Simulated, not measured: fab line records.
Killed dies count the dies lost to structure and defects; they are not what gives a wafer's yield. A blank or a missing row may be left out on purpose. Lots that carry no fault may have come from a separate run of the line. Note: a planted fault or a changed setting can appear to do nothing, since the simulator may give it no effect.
fab line records | flow nand-harc
record lots=12 | wafers=36 | last-day=33
route steps=1302 shown A_STAIRCASE@701 END@1302
lots with no fault: from the same line, run without faults
start-h: start of the lot's first displayed wafer, in hours after the record's first day | wait-h: hours from the lot's prior step to this one | " same as the row above | L1.1+2: one row covering several wafers at once | - no value present, or no start provided | * or withheld: withheld | < > ~ a bound
route shown NAME@n: a module of which the file shows steps, and the number in the route of the first | usual: mean/standard deviation of fault-free wafers | same: alike in all rows | chamber/n: place in a boat | sites: the reading at each site | _std_site: standard deviation across them | _edge_site: outer sites' mean less inner sites' | radius-mm: how far each site lies from the wafer's centre | mask NAME#n: copy n | behind: the most recent tool/chamber to have shaped the wafer | hold: what put the lot on hold/how long, in hours/how the hold closed | device: names the non-switching transistor (n, p or np) | end of line: the tests these same wafers got at the end of their route | for a step that has no rows: nothing shown but its recipe | killed: dies that structure and defects cost at the first sort, which is not the same as the wafer's yield | map: the dies of a wafer, with x for killed, . for not killed, _ for no die there
set.NAME: the setting that was run; set.NAME@STEP: the one run at that earlier step | model.NAME: the simulator's own value behind a step, which no gauge read
one table for each step of the route and one row for each wafer, over a sample of lots
services: a tool's chamber out of use, with start hour (start-h, from the record's first day; less than 0 if before it), hours out, and reason
## steps
# step NHARC_A_STAIRCASE_TRIM_187
# recipe time-s=211.2 | o2-flow-sccm=500 | ar-flow-sccm=0 | bias-w=0 | chemistry=O2
# usual drypump-motor-current-A=5.53/0.29 | oes-product-au=0.997/0.013 | rf-vpp-V=57.9/0.97 | showerhead-plenum-p-Torr=3.56/0.16 | throttle-valve-pct=17.037/0.0074
lot.wafer | tool        | chamber | start-h | wait-h | drypump-motor-current-A | oes-product-au | rf-hours-counter-h | rf-vpp-V | showerhead-plenum-p-Torr | throttle-valve-pct
L551.2    | rie-diel-02 | 2       | 371.90  | 0.1    | 5.87                    | 1.003          | 52                 | 58.3     | 3.66                     | 17.040
L551.6    | "           | 3       | "       | "      | 5.27                    | 0.997          | -                  | 58.1     | 3.56                     | 17.040
L551.5    | "           | 0       | "       | "      | 5.79                    | 0.998          | -                  | 57.9     | 3.31                     | 17.029
L550.1    | rie-diel-02 | 2       | 375.27  | 0.1    | 5.84                    | 0.998          | 53                 | 57.7     | 3.66                     | 17.035
L550.4    | "           | 0       | "       | "      | 5.81                    | 0.983          | 51                 | 56.1     | 3.31                     | 17.045
L550.6    | "           | 2       | "       | "      | 5.87                    | 0.998          | -                  | 57.4     | 3.66                     | 17.030
L555.3    | rie-diel-06 | 2       | 399.93  | 0.1    | 5.42                    | 0.994          | 20                 | 57.7     | 3.41                     | 17.046
L555.2    | "           | 3       | "       | "      | 5.94                    | 0.988          | 22                 | 57.8     | 3.58                     | 17.037
L555.1    | "           | 0       | "       | "      | 5.03                    | 0.998          | 24                 | 59.4     | 3.76                     | 17.035
L554.4    | rie-diel-03 | 0       | 400.09  | 0.1    | 5.19                    | 0.999          | 41                 | 56.3     | 3.29                     | 17.036
L554.3    | "           | 2       | "       | "      | 5.42                    | 1.019          | 39                 | 56.9     | 3.58                     | 17.040
L554.6    | "           | 0       | "       | "      | 5.21                    | 1.014          | -                  | 56.9     | 3.29                     | 17.033
L553.4    | rie-diel-03 | 3       | 400.61  | 0.4    | 5.67                    | 1.006          | 42                 | 57.6     | 3.49                     | 17.035
L553.2    | "           | 1       | "       | "      | 5.85                    | 1.006          | 38                 | 59.5     | 3.77                     | 17.035
L553.6    | "           | 2       | "       | "      | 5.41                    | 1.024          | -                  | 58.0     | 3.58                     | 17.029
L556.3    | rie-diel-06 | 2       | 413.34  | 0.1    | 5.42                    | 0.983          | 24                 | 57.6     | 3.40                     | 17.032
L556.1    | "           | 3       | "       | "      | 5.96                    | 0.989          | 26                 | 57.4     | 3.58                     | 17.048
L556.5    | "           | 0       | "       | "      | 5.01                    | 0.993          | -                  | 58.3     | 3.76                     | 17.037
L558.1    | rie-diel-03 | 3       | 419.06  | 0.1    | 5.65                    | 1.005          | 50                 | 58.2     | 3.49                     | 17.027
L558.2    | "           | 0       | "       | "      | 5.19                    | 1.004          | 48                 | 58.9     | 3.28                     | 17.032
L558.5    | "           | 3       | "       | "      | 5.59                    | 1.013          | -                  | 57.9     | 3.49                     | 17.040
L559.2    | rie-diel-02 | 3       | 458.85  | 0.1    | 5.28                    | 1.012          | 17                 | 58.7     | 3.54                     | 17.043
L559.4    | "           | 0       | "       | "      | 5.77                    | 0.999          | 20                 | 56.9     | 3.30                     | 17.039
L559.5    | "           | 2       | "       | "      | 5.88                    | 1.005          | -                  | 55.7     | 3.64                     | 17.034
L569.2    | rie-diel-02 | 0       | 545.35  | 0.1    | 5.81                    | 1.010          | 49                 | 57.1     | 3.28                     | 17.048
L569.3    | "           | 2       | "       | "      | 5.87                    | 1.010          | 48                 | 57.6     | 3.62                     | 17.039
L569.6    | "           | 0       | "       | "      | 5.78                    | 1.007          | -                  | 56.6     | 3.28                     | 17.034
L570.3    | rie-diel-03 | 2       | 566.89  | 0.1    | 5.45                    | 1.002          | 33                 | 58.0     | 3.55                     | 17.044
L570.1    | "           | 3       | "       | "      | 5.62                    | 1.015          | 27                 | 56.5     | 3.47                     | 17.028
L570.4    | "           | 0       | "       | "      | 5.20                    | 0.975          | 28                 | 59.6     | 3.79                     | 17.036
L572.4    | rie-diel-06 | 3       | 573.11  | 0.1    | 5.94                    | 0.998          | 23                 | 57.1     | 3.56                     | 17.038
L572.2    | "           | 0       | "       | "      | 5.03                    | 0.983          | 28                 | 59.9     | 3.73                     | 17.038
L572.3    | "           | 1       | "       | "      | 5.30                    | 1.012          | 25                 | 57.6     | 3.46                     | 17.042
L573.2    | rie-diel-02 | 0       | 586.13  | 0.1    | 5.78                    | 0.973          | 5                  | 56.4     | 3.81                     | 17.048
L573.1    | "           | 1       | "       | "      | 5.59                    | 1.020          | 4                  | 58.1     | 3.77                     | 17.047
L573.5    | "           | 0       | "       | "      | 5.83                    | 0.968          | -                  | 58.2     | 3.81                     | 17.029
# step NHARC_A_STAIRCASE_TRIM_198
# recipe time-s=211.2 | o2-flow-sccm=500 | ar-flow-sccm=0 | bias-w=0 | chemistry=O2
# usual drypump-motor-current-A=5.5/0.31 | oes-product-au=0.997/0.013 | rf-vpp-V=58.0/0.99 | showerhead-plenum-p-Torr=3.57/0.17 | throttle-valve-pct=17.038/0.0095
lot.wafer | tool        | chamber | start-h | wait-h | drypump-motor-current-A | oes-product-au | rf-hours-counter-h | rf-vpp-V | showerhead-plenum-p-Torr | throttle-valve-pct
L551.2    | rie-diel-02 | 0       | -       | -      | 5.8                     | 0.995          | 50                 | 55.7     | 3.31                     | 17.039
L551.5    | "           | 3       | "       | "      | 5.3                     | 1.010          | -                  | 57.7     | 3.56                     | 17.049
L551.6    | "           | 0       | "       | "      | 5.8                     | 0.989          | -                  | 58.4     | 3.31                     | 17.052
L550.4    | rie-diel-06 | 3       | -       | -      | 6.0                     | 0.995          | 18                 | 57.6     | 3.59                     | 17.046
L550.1    | "           | 2       | "       | "      | 5.4                     | 0.991          | 15                 | 56.8     | 3.41                     | 17.027
L550.6    | "           | 3       | "       | "      | 6.0                     | 0.981          | -                  | 57.9     | 3.59                     | 17.019
L555.2    | rie-diel-06 | 1       | -       | -      | 5.3                     | 0.973          | 23                 | 58.5     | 3.49                     | 17.047
L555.3    | "           | 2       | "       | "      | 5.4                     | 0.986          | 21                 | 57.9     | 3.40                     | 17.030
L555.1    | "           | 0       | "       | "      | 5.0                     | 0.984          | 25                 | 58.5     | 3.76                     | 17.043
L554.3    | rie-diel-06 | 1       | -       | -      | 5.3                     | 0.980          | 23                 | 58.8     | 3.49                     | 17.040
L554.4    | "           | 2       | "       | "      | 5.4                     | 0.999          | 21                 | 57.6     | 3.40                     | 17.035
L554.6    | "           | 2       | "       | "      | 5.4                     | 1.002          | -                  | 59.2     | 3.41                     | 17.041
L553.2    | rie-diel-03 | 0       | -       | -      | 5.2                     | 0.999          | 42                 | 56.9     | 3.29                     | 17.038
L553.4    | "           | 3       | "       | "      | 5.7                     | 1.013          | 44                 | 57.2     | 3.49                     | 17.048
L553.6    | "           | 1       | "       | "      | 5.8                     | 1.003          | -                  | 58.1     | 3.77                     | 17.040
L556.3    | rie-diel-02 | 1       | -       | -      | 5.6                     | 1.008          | 6                  | 58.9     | 3.81                     | 17.049
L556.1    | "           | 0       | "       | "      | 5.8                     | 0.993          | 6                  | 57.5     | 3.31                     | 17.045
L556.5    | "           | 2       | "       | "      | 5.8                     | 1.017          | -                  | 56.9     | 3.65                     | 17.045
L558.1    | rie-diel-03 | 1       | -       | -      | 5.9                     | 0.996          | 47                 | 57.4     | 3.77                     | 17.030
L558.2    | "           | 3       | "       | "      | 5.7                     | 1.016          | 51                 | 57.4     | 3.49                     | 17.035
L558.5    | "           | 2       | "       | "      | 5.4                     | 1.018          | -                  | 56.7     | 3.57                     | 17.028
L559.4    | rie-diel-02 | 0       | -       | -      | 5.8                     | 0.989          | 20                 | 57.0     | 3.30                     | 17.044
L559.2    | "           | 1       | "       | "      | 5.6                     | 0.993          | 18                 | 57.7     | 3.80                     | 17.036
L559.5    | "           | 1       | "       | "      | 5.6                     | 1.001          | -                  | 58.5     | 3.80                     | 17.031
L569.3    | rie-diel-02 | 2       | -       | -      | 5.9                     | 1.002          | 49                 | 57.9     | 3.62                     | 17.053
L569.2    | "           | 3       | "       | "      | 5.2                     | 0.999          | 52                 | 59.3     | 3.52                     | 17.029
L569.6    | "           | 0       | "       | "      | 5.8                     | 0.993          | -                  | 57.5     | 3.28                     | 17.044
L570.4    | rie-diel-02 | 3       | -       | -      | 5.3                     | 0.992          | 60                 | 56.6     | 3.52                     | 17.033
L570.3    | "           | 1       | "       | "      | 5.6                     | 0.994          | 55                 | 58.8     | 3.78                     | 17.030
L570.1    | "           | 2       | "       | "      | 5.8                     | 1.008          | 56                 | 57.2     | 3.62                     | 17.043
L572.4    | rie-diel-03 | 0       | -       | -      | 5.2                     | 0.963          | 31                 | 58.9     | 3.79                     | 17.031
L572.2    | "           | 1       | "       | "      | 5.8                     | 1.009          | 37                 | 58.8     | 3.74                     | 17.038
L572.3    | "           | 2       | "       | "      | 5.4                     | 1.000          | 36                 | 58.3     | 3.55                     | 17.036
L573.2    | rie-diel-03 | 0       | -       | -      | 5.2                     | 0.975          | 36                 | 58.1     | 3.79                     | 17.040
L573.1    | "           | 1       | "       | "      | 5.8                     | 1.004          | 43                 | 58.0     | 3.74                     | 17.056
L573.5    | "           | 1       | "       | "      | 5.9                     | 1.002          | -                  | 57.3     | 3.74                     | 17.040
# step NHARC_A_STAIRCASE_ETCH_199
# recipe target-depth-a=1000 | time-s=40.5 | ion-energy-ev=400 | c4f8-flow-sccm=20 | o2-flow-sccm=10 | ar-flow-sccm=withheld | rf-w=600 | bias-w=1000 | chemistry=C4F8/O2
# usual oes-product-au=0.943/0.015 | rf-vpp-V=897/6 | run-length-s=61.7/0.37
lot.wafer | tool        | chamber | start-h | wait-h | oes-product-au | rf-hours-counter-h | rf-vpp-V | run-length-s
L551.2    | rie-diel-02 | 0       | 373.77  | -      | 0.935          | 50                 | 888      | 61.0
L551.6    | "           | 3       | "       | "      | 0.943          | -                  | 896      | 62.4
L551.5    | "           | 0       | "       | "      | 0.932          | -                  | 886      | 61.3
L550.4    | rie-diel-06 | 3       | 376.91  | -      | 0.931          | 18                 | 898      | 61.2
L550.1    | "           | 1       | "       | "      | 0.929          | 15                 | 893      | 62.0
L550.6    | "           | 0       | "       | "      | 0.937          | -                  | 904      | 62.0
L555.3    | rie-diel-06 | 0       | 402.11  | -      | 0.926          | 26                 | 904      | 62.0
L555.1    | "           | 1       | "       | "      | 0.908          | 23                 | 894      | 61.8
L555.2    | "           | 2       | "       | "      | 0.933          | 21                 | 889      | 61.7
L554.4    | rie-diel-06 | 0       | 402.57  | -      | 0.936          | 26                 | 903      | 61.9
L554.3    | "           | 3       | "       | "      | 0.937          | 24                 | 897      | 61.2
L554.6    | "           | 1       | "       | "      | 0.918          | -                  | 894      | 61.6
L553.2    | rie-diel-03 | 1       | 403.09  | -      | 0.940          | 39                 | 905      | 62.0
L553.4    | "           | 0       | "       | "      | 0.931          | 42                 | 885      | 61.5
L553.6    | "           | 2       | "       | "      | 0.967          | -                  | 899      | 61.8
L556.3    | rie-diel-02 | 2       | 415.46  | -      | 0.956          | 4                  | 901      | 62.3
L556.1    | "           | 0       | "       | "      | 0.928          | 6                  | 888      | 61.0
L556.5    | "           | 3       | "       | "      | 0.960          | -                  | 898      | 62.1
L558.1    | rie-diel-03 | 0       | 420.50  | -      | 0.947          | 48                 | 887      | 61.8
L558.2    | "           | 1       | "       | "      | 0.939          | 47                 | 904      | 62.2
L558.5    | "           | 0       | "       | "      | 0.946          | -                  | 887      | 61.7
L559.2    | rie-diel-02 | 0       | 460.29  | -      | 0.933          | 20                 | 886      | 61.3
L559.4    | "           | 2       | "       | "      | 0.962          | 15                 | 899      | 61.9
L559.5    | "           | 1       | "       | "      | 0.938          | -                  | 907      | 62.0
L569.3    | rie-diel-02 | 0       | 546.80  | -      | 0.938          | 50                 | 888      | 47.4
L569.2    | "           | 1       | "       | "      | 0.936          | 46                 | 904      | 61.8
L569.6    | "           | 1       | "       | "      | 0.942          | -                  | 905      | 61.7
L570.4    | rie-diel-02 | 3       | 569.25  | -      | 0.941          | 60                 | 895      | 62.5
L570.1    | "           | 0       | "       | "      | 0.925          | 60                 | 888      | 47.6
L570.3    | "           | 1       | "       | "      | 0.935          | 55                 | 904      | 61.6
L572.2    | rie-diel-03 | 1       | 575.30  | -      | 0.941          | 37                 | 905      | 62.2
L572.4    | "           | 2       | "       | "      | 0.937          | 36                 | 897      | 60.9
L572.3    | "           | 3       | "       | "      | 0.946          | 30                 | 894      | 61.7
L573.2    | rie-diel-03 | 3       | 587.71  | -      | 0.967          | 35                 | 893      | 61.2
L573.1    | "           | 2       | "       | "      | 0.965          | 42                 | 896      | 60.9
L573.5    | "           | 0       | "       | "      | 0.923          | -                  | 907      | 61.5
# step NHARC_A_STAIRCASE_STRIP_205
# recipe power-w=1500 | temp-c=250 | chemistry=O2
# usual drypump-motor-current-A=5.3/0.52 | heater-power-w=306/17
lot.wafer | tool            | chamber | start-h | wait-h | drypump-motor-current-A | heater-power-w | rf-hours-counter-h
L551.2    | plasma-asher-02 | 1       | 374.48  | 0.1    | 5.1                     | 300            | 25
L551.6    | "               | 0       | "       | "      | 4.8                     | 323            | -
L551.5    | "               | 1       | "       | "      | 5.1                     | 299            | -
L550.1    | plasma-asher-01 | 0       | 377.55  | 0.1    | 5.1                     | 296            | 4
L550.4    | "               | 0       | "       | "      | 5.0                     | 284            | -
L550.6    | "               | 0       | "       | "      | 5.1                     | 286            | -
L555.1    | plasma-asher-02 | 1       | 402.94  | 0.1    | 5.0                     | 306            | 30
L555.2    | "               | 0       | "       | "      | 4.7                     | 333            | 30
L555.3    | "               | 1       | "       | "      | 5.0                     | 298            | -
L554.4    | plasma-asher-02 | 1       | 403.33  | 0.2    | 5.1                     | 297            | -
L554.3    | "               | 0       | "       | "      | 4.7                     | 333            | -
L554.6    | "               | 1       | "       | "      | 5.1                     | 303            | -
L553.2    | plasma-asher-01 | 1       | 403.92  | 0.1    | 6.1                     | 300            | 10
L553.4    | "               | 1       | "       | "      | 6.1                     | 288            | -
L553.6    | "               | 1       | "       | "      | 6.1                     | 299            | -
L556.1    | plasma-asher-01 | 0       | 416.31  | 0.2    | 5.0                     | 285            | 14
L556.3    | "               | 1       | "       | "      | 6.1                     | 293            | -
L556.5    | "               | 1       | "       | "      | 6.1                     | 305            | -
L558.2    | plasma-asher-02 | 0       | 421.13  | 0.1    | 4.7                     | 321            | 36
L558.1    | "               | 1       | "       | "      | 5.1                     | 298            | 36
L558.5    | "               | 0       | "       | "      | 4.7                     | 335            | -
L559.2    | plasma-asher-01 | 1       | 460.97  | 0.1    | 6.1                     | 291            | 22
L559.4    | "               | 1       | "       | "      | 6.1                     | 300            | -
L559.5    | "               | 1       | "       | "      | 6.1                     | 303            | -
L569.2    | plasma-asher-01 | 1       | 550.75  | 0.1    | 6.1                     | 302            | 5
L569.3    | "               | 0       | "       | "      | 5.1                     | 299            | -
L569.6    | "               | 1       | "       | "      | 6.1                     | 299            | -
L570.1    | plasma-asher-02 | 1       | 569.89  | 0.1    | 5.0                     | 300            | 27
L570.4    | "               | 1       | "       | "      | 5.0                     | 303            | -
L570.3    | "               | 0       | "       | "      | 4.8                     | 341            | -
L572.2    | plasma-asher-02 | 1       | 576.22  | 0.1    | 5.1                     | 293            | 29
L572.3    | "               | 0       | "       | "      | 4.7                     | 326            | -
L572.4    | "               | 1       | "       | "      | 5.1                     | 303            | -
L573.1    | plasma-asher-01 | 0       | 588.35  | 0.1    | 5.1                     | 309            | 13
L573.2    | "               | 1       | "       | "      | 6.1                     | 299            | 13
L573.5    | "               | 1       | "       | "      | 6.1                     | 305            | -
# step NHARC_END_SORT_01
# recipe temp-c=25
# usual killed-at-array=61/24 | killed-at-other=1.2/1.3 | killed-at-periphery=3.7/2.6 | killed-dies=66/23 | killed-open=3.3/1.8 | killed-short=2.4/1.6
# same gross-dies=677
lot.wafer | tool      | chamber | start-h | wait-h | killed-at-array | killed-at-other | killed-at-periphery | killed-dies | killed-open | killed-short
L570.1    | prober-02 | 0       | 772.39  | 2.5    | 674             | 0               | 3                   | 677         | 3           | 1
L570.3    | prober-02 | 0       | 773.98  | 3.1    | 80              | 2               | 2                   | 84          | 4           | 0
L570.4    | prober-02 | 0       | 774.78  | 3.4    | 83              | 2               | 3                   | 88          | 1           | 2
L569.2    | prober-01 | 0       | 777.94  | 2.8    | 29              | 2               | 9                   | 40          | 4           | 1
L569.3    | prober-01 | 0       | 778.73  | 3.1    | 660             | 3               | 14                  | 677         | 4           | 3
L569.6    | prober-01 | 0       | 781.12  | 4.0    | 34              | 4               | 7                   | 45          | 1           | 2
# killed by level:class
L570.1 A_STAIRCASE:area-etch=586 A_SLIT:chamber-film-flake=26 A_CHANNEL_HOLE_D2:chamber-film-flake=23 A_CHANNEL_HOLE_D1:chamber-film-flake=18 A_STAIRCASE:chamber-film-flake=8 A_CONTACT:chamber-film-flake=6 A_ZERO_WELL:chamber-film-flake=3 P_CONTACT:geometric-particle:open=1
L570.3 A_SLIT:chamber-film-flake=29 A_CHANNEL_HOLE_D2:chamber-film-flake=26 A_CHANNEL_HOLE_D1:chamber-film-flake=12 A_CONTACT:chamber-film-flake=7 A_STAIRCASE:chamber-film-flake=3 A_WL_FILL:geometric-particle:open=2 P_M2:geometric-particle:open=1 A_CHANNEL_FILL_D1:geometric-particle:open=1
L570.4 A_CHANNEL_HOLE_D2:chamber-film-flake=33 A_SLIT:chamber-film-flake=27 A_CHANNEL_HOLE_D1:chamber-film-flake=11 A_STAIRCASE:chamber-film-flake=5 A_CONTACT:chamber-film-flake=4 P_GATE:chamber-film-flake=2 THIN_TSV:chamber-film-flake=2 P_M0:geometric-particle:short=1
L569.2 A_CHANNEL_HOLE_D1:chamber-film-flake=15 P_STI:chamber-film-flake=5 A_SLIT:chamber-film-flake=4 P_GATE:chamber-film-flake=3 A_CHANNEL_FILL_D2:chamber-film-flake=2 A_STAIRCASE:chamber-film-flake=2 P_M1:geometric-particle:open=1 A_ONON_D1:geometric-particle:short=1
L569.3 A_STAIRCASE:area-etch=638 P_STI:chamber-film-flake=9 A_CHANNEL_HOLE_D1:chamber-film-flake=7 A_SLIT:chamber-film-flake=6 P_GATE:chamber-film-flake=2 A_CHANNEL_FILL_D2:chamber-film-flake=2 A_STAIRCASE:chamber-film-flake=2 THIN_TSV:chamber-film-flake=2
L569.6 A_CHANNEL_HOLE_D1:chamber-film-flake=15 A_SLIT:chamber-film-flake=8 P_STI:chamber-film-flake=5 THIN_TSV:chamber-film-flake=4 A_CHANNEL_FILL_D2:chamber-film-flake=3 P_GATE:chamber-film-flake=2 A_DECK1_JOINT:chamber-film-flake=2 A_STAIRCASE:chamber-film-flake=2
## services
tool            | chamber | start-h | hours | kind
rie-diel-02     | 0       | 348.27  | -     | clean
rie-diel-02     | 1       | 348.27  | -     | clean
rie-diel-02     | 2       | 348.27  | -     | clean
rie-diel-02     | 3       | 348.27  | -     | clean
rie-diel-02     | 0       | 372.77  | -     | clean
rie-diel-02     | 1       | 372.77  | -     | clean
rie-diel-02     | 2       | 372.77  | -     | clean
rie-diel-02     | 3       | 372.77  | -     | clean
rie-diel-02     | 0       | 388.08  | 3.5   | repair
rie-diel-02     | -       | 393.70  | 9.0   | pm
rie-diel-02     | 0       | 393.70  | 9.0   | vent-cycle
rie-diel-02     | 1       | 393.70  | 9.0   | vent-cycle
rie-diel-02     | 2       | 393.70  | 9.0   | vent-cycle
rie-diel-02     | 3       | 393.70  | 9.0   | vent-cycle
plasma-asher-02 | -       | 426.00  | 9.0   | pm
rie-diel-03     | 1       | 427.33  | 3.5   | repair
rie-diel-03     | -       | 458.46  | 9.0   | pm
rie-diel-03     | 0       | 481.98  | 13.0  | repair
rie-diel-06     | -       | 484.39  | 9.0   | pm
plasma-asher-02 | -       | 495.89  | 0.5   | repair
rie-diel-03     | 3       | 517.78  | 17.8  | repair
rie-diel-06     | 3       | 518.22  | 11.4  | repair
plasma-asher-01 | -       | 520.17  | 9.0   | pm
rie-diel-02     | -       | 570.78  | 9.0   | pm
## key
first-sign step=NHARC_A_STAIRCASE_ETCH_199 | reading=run-length-s | direction=down | sigmas=39 | usual=* | struck=*
effect step=NHARC_END_SORT_01 | reading=killed-dies | direction=up | sigmas=27 | usual=66 | struck=677
more-kills-born-at NHARC_A_STAIRCASE_ETCH_199@rie-diel-02=1224
met-at NHARC_A_STAIRCASE_ETCH_199
struck-lots L569,L570
struck-wafers L569.3,L570.1
later-rows-left-out L569.3,L570.1
tester-left-out L569,L570
not-acting-at NHARC_A_STAIRCASE_TRIM_187,NHARC_A_STAIRCASE_TRIM_198,NHARC_A_STAIRCASE_STRIP_205
onset-between 460.29 546.80
fault kind=process-parameter-drift | tool=rie-diel-02 | chamber=0 | onset-h=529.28 | steps=NHARC_A_STAIRCASE_ETCH_199 | channel=time-s | offset=* | shape=step | end-h=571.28 | acts-in=* | stated=*
# tester-left-out: of these lots the tester's yield and bins aren't shown, on N5 and GAA mostly nor the transistor test; their killed dies are dies lost to structure and defects alone, not to doping, threshold or leakage, so they don't give the yield
# later-rows-left-out: the simulator's readings of these wafers behind a module that went badly wrong aren't trusted and aren't shown, but for the sort
